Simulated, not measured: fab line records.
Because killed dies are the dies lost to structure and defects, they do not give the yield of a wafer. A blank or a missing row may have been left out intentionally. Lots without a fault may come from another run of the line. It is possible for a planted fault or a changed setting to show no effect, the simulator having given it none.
Split-lot experiment :: flow n5-finfet :: 7 lots, 21 wafers read, on a route of 1938 steps

== THE SPLIT ==
At N5_BEOL_M6_VIA_ETCH_34 (etches SiCOH lowk in C4F6/O2, target depth 126.3 nm, time 50.9 s), the setting time-s was moved away from the recipe's 50.9 s on 7 of the 21 wafers read, by -21.2% to +9.6%. For the rest of the wafers, this setting stayed at what the recipe calls for.

Reading taken at the split's own step.

== THE READING ==
SOC_of_BEOL_M6_COAT_63.thk-nm (the simulator's own value, which no gauge read), in nm, at N5_BEOL_M6_VIA_ETCH_34 (etches SiCOH lowk in C4F6/O2, target depth 126.3 nm, time 50.9 s). The file gives no usual value for it. Average 53.9 nm, standard deviation 0.28 nm, over the 14 wafers here run with the recipe.

wafer: L076.2
tool, chamber at the split: rie-diel-03, 1
time-s as run, s: 40.11
against the recipe: -21.2%
SOC_of_BEOL_M6_COAT_63.thk-nm, nm: 55.2
against lot-mates on the recipe: +1.2

wafer: L076.4
tool, chamber at the split: rie-diel-03, 1
time-s as run, s: 40.11
against the recipe: -21.2%
SOC_of_BEOL_M6_COAT_63.thk-nm, nm: 55.2
against lot-mates on the recipe: +1.2

wafer: L076.6
tool, chamber at the split: rie-diel-03, 0
time-s as run, s: 50.9
against the recipe: recipe
SOC_of_BEOL_M6_COAT_63.thk-nm, nm: 54
against lot-mates on the recipe: -

wafer: L082.1
tool, chamber at the split: rie-diel-04, 2
time-s as run, s: 55.78
against the recipe: +9.6%
SOC_of_BEOL_M6_COAT_63.thk-nm, nm: 53.4
against lot-mates on the recipe: -0.4

wafer: L082.2
tool, chamber at the split: rie-diel-04, 0
time-s as run, s: 50.9
against the recipe: recipe
SOC_of_BEOL_M6_COAT_63.thk-nm, nm: 53.8
against lot-mates on the recipe: -

wafer: L082.4
tool, chamber at the split: rie-diel-04, 1
time-s as run, s: 55.78
against the recipe: +9.6%
SOC_of_BEOL_M6_COAT_63.thk-nm, nm: 53.2
against lot-mates on the recipe: -0.6

wafer: L085.2
tool, chamber at the split: rie-diel-03, 1
time-s as run, s: 50.9
against the recipe: recipe
SOC_of_BEOL_M6_COAT_63.thk-nm, nm: 54.4
against lot-mates on the recipe: -

wafer: L085.3
tool, chamber at the split: rie-diel-03, 0
time-s as run, s: 50.9
against the recipe: recipe
SOC_of_BEOL_M6_COAT_63.thk-nm, nm: 54.4
against lot-mates on the recipe: -

wafer: L085.5
tool, chamber at the split: rie-diel-03, 2
time-s as run, s: 50.9
against the recipe: recipe
SOC_of_BEOL_M6_COAT_63.thk-nm, nm: 54.2
against lot-mates on the recipe: -

wafer: L090.1
tool, chamber at the split: rie-diel-03, 1
time-s as run, s: 44.43
against the recipe: -12.7%
SOC_of_BEOL_M6_COAT_63.thk-nm, nm: 55
against lot-mates on the recipe: +1.1

wafer: L090.2
tool, chamber at the split: rie-diel-03, 0
time-s as run, s: 50.9
against the recipe: recipe
SOC_of_BEOL_M6_COAT_63.thk-nm, nm: 54
against lot-mates on the recipe: -

wafer: L090.6
tool, chamber at the split: rie-diel-03, 0
time-s as run, s: 50.9
against the recipe: recipe
SOC_of_BEOL_M6_COAT_63.thk-nm, nm: 53.8
against lot-mates on the recipe: -

wafer: L091.1
tool, chamber at the split: rie-diel-04, 3
time-s as run, s: 50.9
against the recipe: recipe
SOC_of_BEOL_M6_COAT_63.thk-nm, nm: 54
against lot-mates on the recipe: -

wafer: L091.4
tool, chamber at the split: rie-diel-04, 0
time-s as run, s: 46.04
against the recipe: -9.5%
SOC_of_BEOL_M6_COAT_63.thk-nm, nm: 54.6
against lot-mates on the recipe: +0.6

wafer: L091.5
tool, chamber at the split: rie-diel-04, 0
time-s as run, s: 46.04
against the recipe: -9.5%
SOC_of_BEOL_M6_COAT_63.thk-nm, nm: 54.6
against lot-mates on the recipe: +0.6

wafer: L096.3
tool, chamber at the split: rie-diel-05, 1
time-s as run, s: 50.9
against the recipe: recipe
SOC_of_BEOL_M6_COAT_63.thk-nm, nm: 54
against lot-mates on the recipe: -

wafer: L096.5
tool, chamber at the split: rie-diel-05, 0
time-s as run, s: 50.9
against the recipe: recipe
SOC_of_BEOL_M6_COAT_63.thk-nm, nm: 54
against lot-mates on the recipe: -

wafer: L096.6
tool, chamber at the split: rie-diel-05, 3
time-s as run, s: 50.9
against the recipe: recipe
SOC_of_BEOL_M6_COAT_63.thk-nm, nm: 53.4
against lot-mates on the recipe: -

wafer: L095.4
tool, chamber at the split: rie-diel-04, 0
time-s as run, s: 50.9
against the recipe: recipe
SOC_of_BEOL_M6_COAT_63.thk-nm, nm: 53.6
against lot-mates on the recipe: -

wafer: L095.5
tool, chamber at the split: rie-diel-04, 0
time-s as run, s: 50.9
against the recipe: recipe
SOC_of_BEOL_M6_COAT_63.thk-nm, nm: 53.6
against lot-mates on the recipe: -

wafer: L095.6
tool, chamber at the split: rie-diel-04, 1
time-s as run, s: 50.9
against the recipe: recipe
SOC_of_BEOL_M6_COAT_63.thk-nm, nm: 53.8
against lot-mates on the recipe: -

THE FIT
A straight line over all 21 wafers: SOC_of_BEOL_M6_COAT_63.thk-nm changes by -0.0645 nm for each +1% of time-s; r = -0.90; the points scatter about the line by 0.25 nm.
The same after taking each lot's own level away (the mean of its wafers on the recipe; 21 wafers): -0.0594 nm for each +1%; r = -0.95; scatter 0.16 nm.
That fit puts the effect of the largest move of time-s on the reading at 1.3 nm.
Across the lots, their own levels run from 53.67 to 54.33 nm, a range of 2.4 times the standard deviation given above.
Consequently the slope shifts little with the lot-to-lot level, the two slopes agreeing.
Check: +1.32 nm against its lot-mates is what the line predicts for one of the wafers moved furthest among these (-21.2%) when that wafer is left out of the fit. It came out at +1.2 nm against them.

== THESE WAFERS: OTHER SPLITS ==
Before the reading, these wafers also passed through other splits. Each is held against what the fit with the lots' levels taken away leaves over:
other split on the same wafers: N5_BEOL_M5_EXPOSE_08 dose-mj
wafers away from the commonest value: 6
r with SOC_of_BEOL_M6_COAT_63.thk-nm (lot level and that fit taken away): -0.13

other split on the same wafers: N5_BEOL_M5_TRENCH_ETCH_37 source-w
wafers away from the commonest value: 10
r with SOC_of_BEOL_M6_COAT_63.thk-nm (lot level and that fit taken away): +0.16

other split on the same wafers: N5_BEOL_M5_ETCH_41 source-w
wafers away from the commonest value: 6
r with SOC_of_BEOL_M6_COAT_63.thk-nm (lot level and that fit taken away): +0.06

other split on the same wafers: N5_BEOL_M6_ETCH_66 bias-w
wafers away from the commonest value: 4
r with SOC_of_BEOL_M6_COAT_63.thk-nm (lot level and that fit taken away): -0.02

== THE WHOLE CHAIN: every reading that the file lists as answering this split, in the file's order ==
step: N5_BEOL_M6_VIA_ETCH_34
what it does: etches SiCOH lowk in C4F6/O2, target depth 126.3 nm, time 50.9 s
reading: etch.depth-nm (the simulator's own value, which no gauge read)
change (the file's fit): +1.14 nm for each +1% of the setting
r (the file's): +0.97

step: N5_BEOL_M6_VIA_ETCH_34
what it does: etches SiCOH lowk in C4F6/O2, target depth 126.3 nm, time 50.9 s
reading: SOC_of_BEOL_M6_COAT_63.thk-nm (the simulator's own value, which no gauge read)
change (the file's fit): -0.0629 nm for each +1% of the setting
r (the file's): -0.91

== THE FILE'S OWN FIT ==
SOC_of_BEOL_M6_COAT_63.thk-nm changes by -0.0629 nm for each +1% of time-s, r = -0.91.
